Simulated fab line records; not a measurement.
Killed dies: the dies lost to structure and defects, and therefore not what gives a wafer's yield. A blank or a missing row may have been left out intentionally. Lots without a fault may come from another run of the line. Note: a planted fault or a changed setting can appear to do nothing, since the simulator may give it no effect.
fab line records	flow nandHarc
record lots=8	wafers=24	lastDay=33
route steps=1302 shown A_ONON_D2@567 A_CHANNEL_HOLE_D2@580 END@1301
lots that met no fault: from a run of the same line without faults
startH: hours from the record's opening day to when the first of the lot's shown wafers began	waitH: hours elapsed since this lot's preceding step	" identical to the entry in the row above	L1.1+2: a single row standing in for several wafers	- no value, or no start given	* or withheld: withheld	< > ~ a bound
route shown NAME@n: a module of which the file shows steps, and the number in the route of the first	usual: mean/standard deviation of fault-free wafers	same: alike in all rows	chamber/n: place in a boat	sites: the reading at each site	_std_site: standard deviation of those values	_edge_site: mean of outer sites minus mean of inner sites	radiusMm: how far each site lies from the wafer's centre	mask NAME#n: copy n	behind: the tool/chamber that last shaped the wafer	hold: the reason the lot was held/the length of the hold in hours/how it ended	device: the n, p or np transistor that did not switch	end of line: tests of these same wafers at the route's end	where a step has no rows: the recipe by itself	killed: not the wafer's yield, but the dies lost to structure and defects at the first sort	map: the dies of a wafer, with x for killed, . for not killed, _ for no die there
set.NAME: the setting as run; set.NAME@STEP: as run at that earlier step	model.NAME: the simulator's own value behind a step, which no gauge read
route steps across a sampled set of lots; one table per step, one row per wafer
services: when a tool's chamber went out of use (startH, in hours from the record's first day, below 0 if earlier), for how many hours, and the reason
## steps
# step NHARC_A_ONON_D2_THK_MEAS_34
# recipe thkMeasGauge=ellipsometry
# usual thkNm=199.6/3
lot.wafer	tool	chamber	startH	waitH	thkNm
L829.1	filmMetro-02	-	302.19	-	197.0
L829.2	"	-	"	"	200.4
L829.5	"	-	"	"	198.8
L830.2	filmMetro-02	-	316.34	-	198.8
L830.4	"	-	"	"	199.9
L830.6	"	-	"	"	202.6
L831.2	filmMetro-01	-	327.50	-	200.9
L831.3	"	-	"	"	199.2
L831.6	"	-	"	"	201.2
L833.3	filmMetro-01	-	346.08	-	198.0
L833.5	"	-	"	"	197.9
L833.6	"	-	"	"	198.5
L838.3	filmMetro-01	-	386.78	-	202.9
L838.5	"	-	"	"	201.2
L838.6	"	-	"	"	203.3
L844.2	filmMetro-02	-	457.65	-	200.6
L844.3	"	-	"	"	195.9
L844.6	"	-	"	"	203.9
L846.2	filmMetro-01	-	473.88	-	196.9
L846.3	"	-	"	"	195.0
L846.5	"	-	"	"	201.5
L850.2	filmMetro-01	-	520.69	-	197.2
L850.4	"	-	"	"	199.7
L850.5	"	-	"	"	202.8
# step NHARC_A_CHANNEL_HOLE_D2_PEB_08
# recipe pebTempC=100	pebTimeS=65
lot.wafer	tool	chamber	startH	waitH
L829.1+2+5	lithoTrack-06	0	305.06	0.1
L830.2+4+6	lithoTrack-06	0	319.02	0.1
L831.2+3+6	lithoTrack-06	0	330.22	0.1
L833.3+5+6	lithoTrack-01	0	352.92	0.0
L838.3+5+6	lithoTrack-06	0	390.10	0.0
L844.2+3+6	lithoTrack-06	0	462.98	0.1
L846.2+3+5	lithoTrack-06	0	476.58	0.1
L850.2+4+5	lithoTrack-04	0	524.93	0.1
# step NHARC_A_CHANNEL_HOLE_D2_CD_MEAS_10
# recipe targetCdNm=100	landingEnergyEv=500
# usual cdNm=99.5/0.6
lot.wafer	tool	chamber	startH	waitH	cdNm
L829.1	cdSem-03	0	305.14	-	99.5
L829.2	"	0	"	"	98.2
L829.5	"	0	"	"	98.9
L830.2	cdSem-01	0	319.10	-	99.6
L830.4	"	0	"	"	99.6
L830.6	"	0	"	"	99.2
L831.2	cdSem-03	0	330.30	-	99.5
L831.3	"	0	"	"	99.6
L831.6	"	0	"	"	99.4
L833.3	cdSem-01	0	353.00	-	101.8
L833.5	"	0	"	"	100.3
L833.6	"	0	"	"	100.9
L838.3	cdSem-02	0	390.18	-	99.4
L838.5	"	0	"	"	99.8
L838.6	"	0	"	"	100.0
L844.2	cdSem-03	0	463.06	-	106.1
L844.3	"	0	"	"	106.5
L844.6	"	0	"	"	106.7
L846.2	cdSem-02	0	476.67	-	105.5
L846.3	"	0	"	"	105.3
L846.5	"	0	"	"	105.7
L850.2	cdSem-03	0	525.01	-	98.9
L850.4	"	0	"	"	100.1
L850.5	"	0	"	"	100.1
# step NHARC_A_CHANNEL_HOLE_D2_ETCH_34
# recipe targetDepthA=1540	timeS=77	cf4FlowSccm=100	chf3FlowSccm=30	arFlowSccm=0	rfW=500	biasW=200	chemistry=CF4/CHF3
# usual chamberPressureMTorr=25.000/0.021	drypumpMotorCurrentA=5.7/0.37	oesProductAu=0.959/0.019	rfVppV=369.7/2	showerheadPlenumPTorr=1.54/0.056	throttleValvePct=16.803/0.0082
lot.wafer	tool	chamber	startH	waitH	chamberPressureMTorr	drypumpMotorCurrentA	oesProductAu	rfHoursCounterH	rfVppV	showerheadPlenumPTorr	throttleValvePct
L829.2	rieDiel-05	1	-	-	24.992	5.6	0.966	5.4	371.1	1.57	16.798
L829.1	"	2	"	"	25.000	6.2	0.983	4.7	371.5	1.60	16.801
L829.5	"	0	"	"	24.988	5.3	0.953	-	367.6	1.48	16.801
L830.2	rieDiel-05	0	-	-	25.027	5.4	0.943	5.7	365.5	1.48	16.794
L830.4	"	1	"	"	25.011	5.6	0.967	6.3	371.5	1.57	16.820
L830.6	"	0	"	"	24.964	5.3	0.949	-	367.2	1.48	16.799
L831.2	rieDiel-05	1	-	-	25.008	5.6	0.960	7.2	369.4	1.57	16.799
L831.3	"	2	"	"	24.974	6.2	0.975	6.0	371.1	1.60	16.807
L831.6	"	2	"	"	25.024	6.2	0.974	-	370.8	1.60	16.809
L833.3	rieDiel-05	0	-	-	24.996	5.3	0.963	8.3	367.7	1.48	16.810
L833.6	"	2	"	"	25.028	6.2	0.980	-	371.2	1.60	16.800
L833.5	"	3	"	"	24.970	6.0	0.957	-	368.6	1.50	16.800
L838.3	rieDiel-05	0	-	-	25.036	5.4	0.933	9.9	367.7	1.48	16.791
L838.5	"	3	"	"	25.001	6.0	0.906	-	368.0	1.50	16.808
L838.6	"	0	"	"	24.998	5.4	0.931	-	367.3	1.48	16.805
L844.3	rieDiel-05	3	-	-	25.050	5.9	0.955	3.9	368.3	1.50	16.808
L844.2	"	0	"	"	24.977	5.4	0.961	4.2	366.7	1.47	16.811
L844.6	"	0	"	"	25.000	5.3	0.955	-	367.2	1.47	16.804
L846.2	rieDiel-09	3	-	-	24.990	5.7	0.923	9.6	370.9	1.58	16.804
L846.3	"	1	"	"	25.023	5.1	0.924	10.2	373.9	1.68	16.797
L846.5	"	3	"	"	24.992	5.7	0.933	-	371.5	1.58	16.800
L850.2	rieDiel-05	1	-	-	25.017	5.6	0.956	6.7	372.0	1.56	16.799
L850.4	"	3	"	"	25.017	6.0	0.975	7.5	369.9	1.50	16.796
L850.5	"	1	"	"	24.995	5.6	0.961	-	369.1	1.56	16.814
# step NHARC_A_CHANNEL_HOLE_D2_ETCH_19
# recipe biasV=1200	sourceW=2500	pressureMtorr=15	timeS=34.5	arFlowSccm=375	c4f8FlowSccm=28.8	o2FlowSccm=96.2	tempC=-20	targetDepthA=*	chemistry=C4F8/O2/Ar
# usual chamberPressureMTorr=14.999/0.013	drypumpMotorCurrentA=5.4/0.59	showerheadPlenumPTorr=3.74/0.1	throttleValvePct=37.037/0.0088
lot.wafer	tool	chamber	startH	waitH	chamberPressureMTorr	drypumpMotorCurrentA	rfHoursCounterH	showerheadPlenumPTorr	throttleValvePct
L829.2	harEtch-01	1	306.51	0.1	14.994	5.5	165	3.73	37.030
L829.1	"	0	"	"	15.020	4.7	165	3.73	37.039
L829.5	"	1	"	"	15.006	5.5	-	3.73	37.040
L830.2	harEtch-02	1	320.49	0.1	14.974	5.2	352	3.78	37.019
L830.4	"	1	"	"	14.996	5.2	-	3.78	37.039
L830.6	"	1	"	"	14.977	5.2	-	3.78	37.031
L831.2	harEtch-02	1	333.01	1.3	14.992	5.2	363	3.77	37.026
L831.3	"	1	"	"	14.976	5.2	-	3.77	37.036
L831.6	"	1	"	"	15.015	5.2	-	3.77	37.032
L833.3	harEtch-02	1	356.73	2.4	15.009	5.2	-	3.77	37.021
L833.5	"	1	"	"	15.017	5.2	-	3.77	37.041
L833.6	"	0	"	"	14.993	6.4	-	3.61	37.031
L838.3	harEtch-01	0	398.95	7.5	15.006	4.7	-	3.70	37.043
L838.5	"	0	"	"	14.988	4.7	-	3.70	37.022
L838.6	"	1	"	"	15.021	5.4	-	3.70	37.032
L844.2	harEtch-01	1	466.59	2.2	15.016	5.5	260	3.68	37.024
L844.3	"	1	"	"	14.989	5.5	-	3.68	37.023
L844.6	"	1	"	"	14.995	5.5	-	3.68	37.051
L846.2	harEtch-02	1	478.03	0.1	14.975	5.2	50	3.73	37.024
L846.3	"	0	"	"	14.992	6.4	-	3.96	37.038
L846.5	"	0	"	"	15.002	6.3	-	3.96	37.032
L850.2	harEtch-01	0	526.39	0.1	14.988	4.7	294	3.66	37.027
L850.4	"	1	"	"	15.011	5.4	-	3.66	37.034
L850.5	"	1	"	"	14.986	5.4	-	3.66	37.039
# step NHARC_A_CHANNEL_HOLE_D2_CD_MEAS_31
# usual cdNm=89.3/1.3
lot.wafer	tool	chamber	startH	waitH	cdNm
L829.1	cdSem-02	-	312.03	-	89.2
L829.2	"	-	"	"	88.7
L829.5	"	-	"	"	87.8
L830.2	cdSem-02	-	325.98	-	87.8
L830.4	"	-	"	"	88.2
L830.6	"	-	"	"	88.0
L831.2	cdSem-02	-	338.50	-	89.6
L831.3	"	-	"	"	90.3
L831.6	"	-	"	"	89.6
L833.3	cdSem-01	-	362.25	-	89.8
L833.5	"	-	"	"	92.7
L833.6	"	-	"	"	88.7
L838.3	cdSem-02	-	404.44	-	87.1
L838.5	"	-	"	"	90.6
L838.6	"	-	"	"	90.5
L844.2	cdSem-01	-	472.12	-	95.1
L844.3	"	-	"	"	96.6
L844.6	"	-	"	"	95.6
L846.2	cdSem-01	-	483.53	-	95.1
L846.3	"	-	"	"	95.4
L846.5	"	-	"	"	94.6
L850.2	cdSem-03	-	531.92	-	88.0
L850.4	"	-	"	"	88.8
L850.5	"	-	"	"	89.1
# step NHARC_A_CHANNEL_HOLE_D2_XSEM_32
# recipe landingEnergyEv=35000
# usual botCdNm=73.9/1.4	bowNm=8.6/0.31	tiltDeg=0.08/0.044
lot.wafer	tool	chamber	startH	waitH	botCdNm	bowNm	tiltDeg
L829.1	xsem-02	0	312.12	0.1	73.2	9.0	0.02
L829.2	"	0	"	"	73.0	9.0	0.02
L829.5	"	0	"	"	72.0	9.1	0.02
L830.2	xsem-01	0	326.07	0.1	72.1	8.5	0.12
L830.4	"	0	"	"	72.9	8.5	0.12
L830.6	"	0	"	"	73.2	8.5	0.12
L831.2	xsem-01	0	338.60	0.1	74.2	8.7	0.01
L831.3	"	0	"	"	73.8	8.8	0.01
L831.6	"	0	"	"	74.1	8.7	0.01
L833.3	xsem-02	0	362.34	0.1	74.0	8.8	0.08
L833.5	"	0	"	"	77.1	8.7	0.07
L833.6	"	0	"	"	73.2	8.7	0.07
L838.3	xsem-01	0	404.54	0.1	72.5	8.5	0.09
L838.5	"	0	"	"	75.4	8.6	0.08
L838.6	"	0	"	"	76.0	8.6	0.08
L844.2	xsem-02	0	472.21	0.1	79.7	8.6	0.15
L844.3	"	0	"	"	81.4	8.7	0.15
L844.6	"	0	"	"	79.4	8.6	0.15
L846.2	xsem-01	0	483.62	0.1	80.4	8.1	0.06
L846.3	"	0	"	"	80.2	8.1	0.06
L846.5	"	0	"	"	79.8	8.0	0.06
L850.2	xsem-02	0	532.01	0.1	72.5	8.6	0.03
L850.4	"	0	"	"	73.1	8.6	0.04
L850.5	"	0	"	"	73.6	8.7	0.04
# step NHARC_END_WLT_00
# usual VT_DECK1_BOTTOM=0.872/0.0063	VT_DECK1_BOTTOM_INNER=0.872/0.0067	VT_DECK1_MEDIAN_NEAR_BOTTOM=0.873/0.0066	VT_DECK1_MEDIAN_NEAR_BOTTOM_INNER=0.873/0.0062	VT_DECK1_MIDDLE=0.884/0.0063	VT_DECK1_MIDDLE_INNER=0.885/0.0063	VT_DECK1_TOP=0.896/0.0066	VT_DECK1_TOP_INNER=0.896/0.0059	VT_DECK2_BOTTOM=0.868/0.0069	VT_DECK2_BOTTOM_INNER=0.868/0.0064	VT_DECK2_MEDIAN_NEAR_BOTTOM=0.869/0.0071	VT_DECK2_MEDIAN_NEAR_BOTTOM_INNER=0.868/0.007	VT_DECK2_MIDDLE=0.881/0.0065	VT_DECK2_MIDDLE_INNER=0.881/0.0066	VT_DECK2_TOP=0.893/0.0067	VT_DECK2_TOP_INNER=0.893/0.0067
lot.wafer	tool	chamber	startH	waitH	VT_DECK1_BOTTOM	VT_DECK1_BOTTOM_INNER	VT_DECK1_MEDIAN_NEAR_BOTTOM	VT_DECK1_MEDIAN_NEAR_BOTTOM_INNER	VT_DECK1_MIDDLE	VT_DECK1_MIDDLE_INNER	VT_DECK1_TOP	VT_DECK1_TOP_INNER	VT_DECK2_BOTTOM	VT_DECK2_BOTTOM_INNER	VT_DECK2_MEDIAN_NEAR_BOTTOM	VT_DECK2_MEDIAN_NEAR_BOTTOM_INNER	VT_DECK2_MIDDLE	VT_DECK2_MIDDLE_INNER	VT_DECK2_TOP	VT_DECK2_TOP_INNER
L830.2	prober-01	-	581.04	1.4	0.881	0.880	0.884	0.885	0.899	0.892	0.902	0.904	0.861	0.858	0.856	0.867	0.878	0.878	0.891	0.895
L830.4	"	-	"	"	0.879	0.881	0.874	0.878	0.895	0.887	0.903	0.904	0.870	0.867	0.865	0.865	0.870	0.872	0.886	0.890
L830.6	"	-	583.03	3.4	0.887	0.883	0.878	0.890	0.886	0.894	0.900	0.901	0.860	0.859	0.866	0.853	0.879	0.880	0.893	0.880
L829.1	prober-02	-	581.71	2.1	0.871	0.869	0.875	0.880	0.875	0.890	0.897	0.896	0.865	0.862	0.882	0.869	0.877	0.881	0.895	0.896
L829.2	"	-	"	"	0.871	0.872	0.873	0.867	0.881	0.892	0.902	0.897	0.864	0.867	0.865	0.875	0.876	0.883	0.892	0.889
L829.5	"	-	583.68	4.0	0.875	0.869	0.872	0.874	0.884	0.880	0.897	0.894	0.856	0.855	0.861	0.867	0.880	0.884	0.890	0.889
L831.2	prober-02	-	604.59	0.6	0.873	0.870	0.872	0.870	0.878	0.876	0.889	0.889	0.879	0.876	0.868	0.865	0.875	0.879	0.894	0.892
L831.3	"	-	"	"	0.868	0.879	0.871	0.877	0.888	0.877	0.890	0.898	0.869	0.870	0.877	0.866	0.880	0.880	0.897	0.889
L831.6	"	-	606.59	2.6	0.863	0.862	0.868	0.864	0.883	0.877	0.888	0.897	0.873	0.871	0.869	0.862	0.881	0.877	0.896	0.890
L833.3	prober-01	-	619.17	1.0	0.864	0.880	0.872	0.878	0.893	0.886	0.898	0.903	0.869	0.874	0.875	0.880	0.887	0.892	0.901	0.898
L833.5	"	-	"	"	0.877	0.869	0.876	0.877	0.891	0.880	0.899	0.887	0.875	0.874	0.885	0.888	0.894	0.899	0.902	0.896
L833.6	"	-	"	"	0.872	0.866	0.874	0.873	0.895	0.890	0.898	0.899	0.871	0.870	0.867	0.870	0.886	0.887	0.899	0.900
L838.3	prober-02	-	669.20	1.1	0.874	0.870	0.872	0.871	0.891	0.885	0.888	0.894	0.861	0.854	0.859	0.861	0.862	0.869	0.892	0.892
L838.5	"	-	670.21	2.1	0.868	0.876	0.873	0.869	0.876	0.875	0.890	0.896	0.871	0.862	0.867	0.865	0.879	0.881	0.893	0.892
L838.6	"	-	"	"	0.870	0.871	0.864	0.867	0.878	0.887	0.893	0.896	0.866	0.868	0.867	0.863	0.879	0.882	0.889	0.889
L844.2	prober-01	-	737.85	0.5	0.871	0.866	0.879	0.871	0.882	0.882	0.899	0.898	0.895	0.893	0.889	0.884	0.898	0.904	0.914	0.914
L844.3	"	-	"	"	0.865	0.863	0.863	0.876	0.879	0.878	0.896	0.888	0.895	0.890	0.892	0.902	0.902	0.905	0.914	0.915
L844.6	"	-	739.82	2.5	0.871	0.878	0.874	0.876	0.881	0.888	0.893	0.899	0.888	0.892	0.900	0.895	0.903	0.911	0.916	0.912
L846.2	prober-02	-	741.78	0.6	0.865	0.862	0.866	0.870	0.875	0.884	0.896	0.898	0.890	0.890	0.890	0.886	0.903	0.906	0.913	0.914
L846.3	"	-	"	"	0.870	0.857	0.867	0.867	0.884	0.880	0.893	0.894	0.890	0.898	0.895	0.892	0.901	0.900	0.913	0.917
L846.5	"	-	"	"	0.856	0.860	0.861	0.866	0.879	0.882	0.897	0.891	0.892	0.888	0.881	0.889	0.906	0.904	0.916	0.906
L850.2	prober-01	-	795.74	0.5	0.875	0.877	0.886	0.884	0.890	0.899	0.905	0.906	0.859	0.857	0.855	0.860	0.874	0.868	0.884	0.885
L850.4	"	-	"	"	0.892	0.879	0.885	0.887	0.886	0.894	0.914	0.907	0.855	0.856	0.861	0.868	0.876	0.870	0.886	0.894
L850.5	"	-	"	"	0.882	0.879	0.894	0.886	0.901	0.895	0.908	0.911	0.864	0.856	0.862	0.862	0.878	0.872	0.886	0.887
# step NHARC_END_SORT_01
# recipe tempC=25
# usual killedAtArray=55/20	killedAtOther=0.7/0.96	killedAtPeriphery=4.1/2.4	killedDies=60/20	killedOpen=3.3/1.9	killedShort=2.8/1.6
# same grossDies=677
lot.wafer	tool	chamber	startH	waitH	killedAtArray	killedAtOther	killedAtPeriphery	killedDies	killedOpen	killedShort
L844.3	prober-01	0	741.92	3.1	65	0	2	67	3	0
# killed by level:class
L844.3 A_CHANNEL_HOLE_D1:chamberFilmFlake=31 A_CHANNEL_HOLE_D2:chamberFilmFlake=16 A_STAIRCASE:chamberFilmFlake=6 A_CONTACT:chamberFilmFlake=5 A_SLIT:chamberFilmFlake=3 P_GATE:chamberFilmFlake=2 A_SOURCE_PLATE:geometricParticle:open=1 A_DECK1_JOINT:geometricParticle:open=1
## services
tool	chamber	startH	hours	kind
rieDiel-05	0	287.91	-	clean
rieDiel-05	1	287.91	-	clean
rieDiel-05	2	287.91	-	clean
rieDiel-05	3	287.91	-	clean
rieDiel-05	0	312.41	-	clean
rieDiel-05	1	312.41	-	clean
harEtch-02	-	320.03	0.0	repair
rieDiel-09	-	320.17	9.0	pm
lithoTrack-01	-	330.00	7.0	pm
rieDiel-09	0	353.72	9.9	repair
lithoTrack-06	-	354.00	7.0	pm
rieDiel-09	-	369.59	0.2	repair
xsem-01	-	374.00	14.0	pm
lithoTrack-04	-	378.00	7.0	pm
harEtch-02	-	378.25	17.0	pm
rieDiel-05	3	383.23	6.0	repair
rieDiel-05	-	406.63	9.0	pm
xsem-01	-	418.46	3.8	repair
harEtch-01	-	427.78	1.1	repair
rieDiel-05	1	433.88	5.0	repair
rieDiel-09	-	497.17	9.0	pm
lithoTrack-01	-	505.00	7.0	pm
lithoTrack-06	-	529.00	7.0	pm
harEtch-02	-	531.76	3.6	repair
## key
firstSign step=NHARC_A_CHANNEL_HOLE_D2_CD_MEAS_10	reading=cdNm	direction=up	sigmas=11	usual=99.5	struck=105.9	through=controlLoop
effect step=NHARC_A_CHANNEL_HOLE_D2_CD_MEAS_31	reading=cdNm	direction=up	sigmas=4.7	usual=89.3	struck=95.4	through=controlLoop
effect step=NHARC_A_CHANNEL_HOLE_D2_XSEM_32	reading=botCdNm	direction=up	sigmas=4.4	usual=73.9	struck=80.1	through=controlLoop
effect step=NHARC_END_WLT_00	reading=VT_DECK2_BOTTOM_INNER	direction=up	sigmas=3.7	usual=0.868	struck=0.892
metAt NHARC_A_CHANNEL_HOLE_D2_PEB_08
struckLots L844,L846
testerLeftOut L844,L846
loopTrim step=NHARC_A_CHANNEL_HOLE_D2_EXPOSE_07	setting=dose	lots=L846
notActingAt NHARC_A_ONON_D2_THK_MEAS_34,NHARC_A_CHANNEL_HOLE_D2_ETCH_34,NHARC_A_CHANNEL_HOLE_D2_ETCH_19
onsetBetween 390.10 462.98
fault kind=processParameterDrift	tool=lithoTrack-06	chamber=-	onsetH=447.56	steps=NHARC_A_CHANNEL_HOLE_D2_PEB_08	channel=pebTimeS	offset=*	shape=step	endH=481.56	actsIn=*	stated=*
# testerLeftOut: of these lots the tester's yield and bins aren't shown, on N5 and GAA mostly nor the transistor test; their killed dies are dies lost to structure and defects alone, not to doping, threshold or leakage, so they don't give the yield
# loopTrim: a control loop set the setting to another value than it would have without faults
